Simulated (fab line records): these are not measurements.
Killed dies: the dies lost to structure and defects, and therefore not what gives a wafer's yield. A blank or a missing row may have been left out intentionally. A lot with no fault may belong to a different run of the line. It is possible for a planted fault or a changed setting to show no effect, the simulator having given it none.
Chamber matching || flow nand harc || cmp-01 running NHARC_P_CONTACT_CMP_24: 4 sister chambers
The step polishes, t overpolish 30 s, target thk 200 nm. 24 wafers are shown with their chamber, then 12 later ones without.

## EACH WAFER AND ITS CHAMBER
{"wafer": "L078.2", "chamber": 2, "motor current A (A)": 13.3, "overpolish run s (s)": 30.003, "time to endpoint s (s)": 39.3}
{"wafer": "L078.5", "chamber": 2, "motor current A (A)": 12.1, "overpolish run s (s)": 30.009, "time to endpoint s (s)": 42.5}
{"wafer": "L078.6", "chamber": 3, "motor current A (A)": 11.0, "overpolish run s (s)": 29.985, "time to endpoint s (s)": 42.4}
{"wafer": "L080.1", "chamber": 2, "motor current A (A)": 12.9, "overpolish run s (s)": 29.996, "time to endpoint s (s)": 41.4}
{"wafer": "L080.2", "chamber": 3, "motor current A (A)": 11.3, "overpolish run s (s)": 30.007, "time to endpoint s (s)": 41.3}
{"wafer": "L080.4", "chamber": 1, "motor current A (A)": 10.3, "overpolish run s (s)": 29.993, "time to endpoint s (s)": 37.1}
{"wafer": "L081.2", "chamber": 0, "motor current A (A)": 14.9, "overpolish run s (s)": 30.003, "time to endpoint s (s)": 44.3}
{"wafer": "L081.3", "chamber": 1, "motor current A (A)": 10.6, "overpolish run s (s)": 29.988, "time to endpoint s (s)": 42.4}
{"wafer": "L081.5", "chamber": 0, "motor current A (A)": 13.7, "overpolish run s (s)": 30.000, "time to endpoint s (s)": 46.5}
{"wafer": "L082.2", "chamber": 2, "motor current A (A)": 12.7, "overpolish run s (s)": 29.992, "time to endpoint s (s)": 43.0}
{"wafer": "L082.4", "chamber": 3, "motor current A (A)": 11.8, "overpolish run s (s)": 29.982, "time to endpoint s (s)": 43.2}
{"wafer": "L082.6", "chamber": 1, "motor current A (A)": 9.4, "overpolish run s (s)": 29.980, "time to endpoint s (s)": 42.0}
{"wafer": "L084.4", "chamber": 0, "motor current A (A)": 14.3, "overpolish run s (s)": 30.006, "time to endpoint s (s)": 39.4}
{"wafer": "L084.5", "chamber": 0, "motor current A (A)": 14.6, "overpolish run s (s)": 30.000, "time to endpoint s (s)": 37.2}
{"wafer": "L084.6", "chamber": 3, "motor current A (A)": 11.6, "overpolish run s (s)": 30.016, "time to endpoint s (s)": 42.0}
{"wafer": "L085.2", "chamber": 0, "motor current A (A)": 13.8, "overpolish run s (s)": 30.005, "time to endpoint s (s)": 39.7}
{"wafer": "L085.5", "chamber": 0, "motor current A (A)": 13.7, "overpolish run s (s)": 29.988, "time to endpoint s (s)": 42.2}
{"wafer": "L085.6", "chamber": 1, "motor current A (A)": 10.1, "overpolish run s (s)": 29.984, "time to endpoint s (s)": 39.8}
{"wafer": "L086.2", "chamber": 3, "motor current A (A)": 11.6, "overpolish run s (s)": 29.994, "time to endpoint s (s)": 38.3}
{"wafer": "L086.5", "chamber": 3, "motor current A (A)": 11.6, "overpolish run s (s)": 30.005, "time to endpoint s (s)": 41.3}
{"wafer": "L086.6", "chamber": 2, "motor current A (A)": 12.9, "overpolish run s (s)": 30.003, "time to endpoint s (s)": 38.9}
{"wafer": "L089.1", "chamber": 1, "motor current A (A)": 10.3, "overpolish run s (s)": 29.999, "time to endpoint s (s)": 38.3}
{"wafer": "L089.2", "chamber": 2, "motor current A (A)": 12.6, "overpolish run s (s)": 30.014, "time to endpoint s (s)": 40.8}
{"wafer": "L089.5", "chamber": 2, "motor current A (A)": 12.9, "overpolish run s (s)": 30.010, "time to endpoint s (s)": 40.4}

SIGNATURES, as means of the wafers listed above
{"reading": "motor current A", "chamber 0": 14.167, "chamber 1": 10.140, "chamber 2": 12.771, "chamber 3": 11.483, "scatter within a chamber": 0.409}
{"reading": "overpolish run s", "chamber 0": 30.00033, "chamber 1": 29.98880, "chamber 2": 30.00386, "chamber 3": 29.99817, "scatter within a chamber": 0.00922}
{"reading": "time to endpoint s", "chamber 0": 41.550, "chamber 1": 39.920, "chamber 2": 40.900, "chamber 3": 41.417, "scatter within a chamber": 2.33}
Rule: for a wafer and a chamber, the distance is found by dividing, reading by reading, the gap between the wafer's reading and the chamber's mean by the reading's scatter, squaring, summing and taking the root. The wafer belongs to the nearest chamber; if the next one is less than 2 further off, it can't be placed. The scatter is the square root of a quotient: the sum, over the shown wafers, of each reading's squared deviation from its chamber's mean, divided by wafers minus chambers.

## WAFERS WHOSE CHAMBER IS MISSING
{"wafer": "L090.3", "motor current A (A)": 11.7, "overpolish run s (s)": 30.004, "time to endpoint s (s)": 41.6}
{"wafer": "L090.4", "motor current A (A)": 12.8, "overpolish run s (s)": 29.991, "time to endpoint s (s)": 41.2}
{"wafer": "L090.6", "motor current A (A)": 14.0, "overpolish run s (s)": 30.022, "time to endpoint s (s)": 41.8}
{"wafer": "L092.2", "motor current A (A)": 12.7, "overpolish run s (s)": 30.005, "time to endpoint s (s)": 39.7}
{"wafer": "L092.3", "motor current A (A)": 14.8, "overpolish run s (s)": 30.012, "time to endpoint s (s)": 39.4}
{"wafer": "L092.5", "motor current A (A)": 10.0, "overpolish run s (s)": 30.005, "time to endpoint s (s)": 37.7}
{"wafer": "L092.1", "motor current A (A)": 12.2, "overpolish run s (s)": 29.987, "time to endpoint s (s)": 37.9}
{"wafer": "L092.4", "motor current A (A)": 10.4, "overpolish run s (s)": 29.994, "time to endpoint s (s)": 35.2}
{"wafer": "L092.6", "motor current A (A)": 14.2, "overpolish run s (s)": 30.009, "time to endpoint s (s)": 39.9}
{"wafer": "L095.2", "motor current A (A)": 11.6, "overpolish run s (s)": 30.003, "time to endpoint s (s)": 41.7}
{"wafer": "L095.4", "motor current A (A)": 12.8, "overpolish run s (s)": 29.996, "time to endpoint s (s)": 43.1}
{"wafer": "L095.5", "motor current A (A)": 9.8, "overpolish run s (s)": 29.993, "time to endpoint s (s)": 40.6}

## CHAMBER TAKEN BY EACH
{"wafer": "L090.3", "from the rows above": "can't be placed: 3 or 2", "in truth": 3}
{"wafer": "L090.4", "from the rows above": "can't be placed: 2 or 3", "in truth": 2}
{"wafer": "L090.6", "from the rows above": "can't be placed: 0 or 2", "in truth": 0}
{"wafer": "L092.2", "from the rows above": 2, "in truth": 2}
{"wafer": "L092.3", "from the rows above": 0, "in truth": 0}
{"wafer": "L092.5", "from the rows above": 1, "in truth": 1}
{"wafer": "L092.1", "from the rows above": "can't be placed: 3 or 2", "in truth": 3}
{"wafer": "L092.4", "from the rows above": "can't be placed: 1 or 3", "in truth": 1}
{"wafer": "L092.6", "from the rows above": 0, "in truth": 0}
{"wafer": "L095.2", "from the rows above": 3, "in truth": 3}
{"wafer": "L095.4", "from the rows above": 2, "in truth": 2}
{"wafer": "L095.5", "from the rows above": 1, "in truth": 1}
Correct placement for 7 of the 12. Unplaceable from these rows: 5, with the true chamber sitting among the candidates in 5. 0 placed wrongly.
